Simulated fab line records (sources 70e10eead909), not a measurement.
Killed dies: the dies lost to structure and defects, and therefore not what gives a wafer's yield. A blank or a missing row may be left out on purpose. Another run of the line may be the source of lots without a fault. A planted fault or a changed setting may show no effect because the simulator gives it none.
Problem report, 8D (eight disciplines) form, completed by code    flow nand harc    the parts of the form that need people (team, actions taken, sign-off) are left out

## 1. WHAT WENT WRONG
Mean of killed at array at NHARC_END_SORT_01: 110 across 6 wafers in 2 lots; on wafers with no fault it is 26 (standard deviation 9.7). That puts it +8.7 standard deviations away from the usual mean.
Seen first at day 24 08:17 on prober-02, wafer L145.4. At this step, 39 wafers from 13 lots have a number in the record. Rule for "out" (also "out of limits"): further than 4 standard deviations from the usual mean. The rest of the wafers with a number are treated as sound.

## 2. WHAT IT IS; WHAT IT IS NOT
question                     is                            is not
which readings at this step  killed at array, killed dies  killed at periphery, killed short
which lots                   L145, L148                    L125, L127, L129, L131, L132, L133, L134, L135, L137, L139, L140
which wafers of those lots   all that have a number        -
read on which gauges         prober-02                     prober-01
when                         from day 24 08:17             up to then (33 sound wafers)

## 3. WHAT RULES OUT EACH SUSPECT
Counting: a tool at any process step up to the reading remains a suspect when it ran all the lots that are out and ran no sound lot after the first of those.
- the gauge at NHARC_END_SORT_01: kept. All the wafers that are out were read on prober-02, and no step on other tools shows them out.
- har cap etch-01 at NHARC_A_CONTACT_ETCH_128 (etches the open film in C4F8/O2/Ar, time 155 s, target depth 956 nm): kept. It processed each lot that is out, first L145 at day 21 07:47, and no sound lot thereafter; up to then, the last sound lot it processed was L140 at day 20 17:37.
- rtp anneal-01 at NHARC_THIN_TSV_ANNEAL_52 (time 90 s): kept. It processed each lot that is out, first L145 at day 23 13:55, and no sound lot thereafter; up to then, the last sound lot it processed was L140 at day 23 01:29.
After the count, these remain: har cap etch-01 at NHARC_A_CONTACT_ETCH_128, rtp anneal-01 at NHARC_THIN_TSV_ANNEAL_52 and prober-02 at NHARC_END_SORT_01.

## 4. THE CAUSE (what the simulator had put in)
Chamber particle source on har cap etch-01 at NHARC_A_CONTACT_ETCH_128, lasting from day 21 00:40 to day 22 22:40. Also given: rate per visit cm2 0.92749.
This tool is one of the 3 suspects left after counting.

## 5. THE CHAIN OF EFFECTS, in route order
Each row: a reading where the mean over the struck wafers with a number is more than 3 standard deviations away from the usual. Scope: only readings with a usual standard deviation given in the record; hours: median across lots of the time from each lot's start at the first step in this table that gives one to its start at this step; sigmas: change in usual standard deviations.
hours  step               reading          usual  on struck wafers  change  sigmas
0      NHARC_END_SORT_01  killed at array  26     110               +84     +8.7
0      NHARC_END_SORT_01  killed dies      31     114               +84     +8.6

## 6. WHAT WOULD HAVE CAUGHT IT SOONER
In this record the first reading out of limits at a measuring or inspecting step was taken at day 24 08:17, 80 hours after the fault began at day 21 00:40.
The start of NHARC_A_CONTACT_ETCH_128 on har cap etch-01 came by day 24 08:17 for every one of the lots that are out (2). Holding the tool at that point would not have protected any of them.
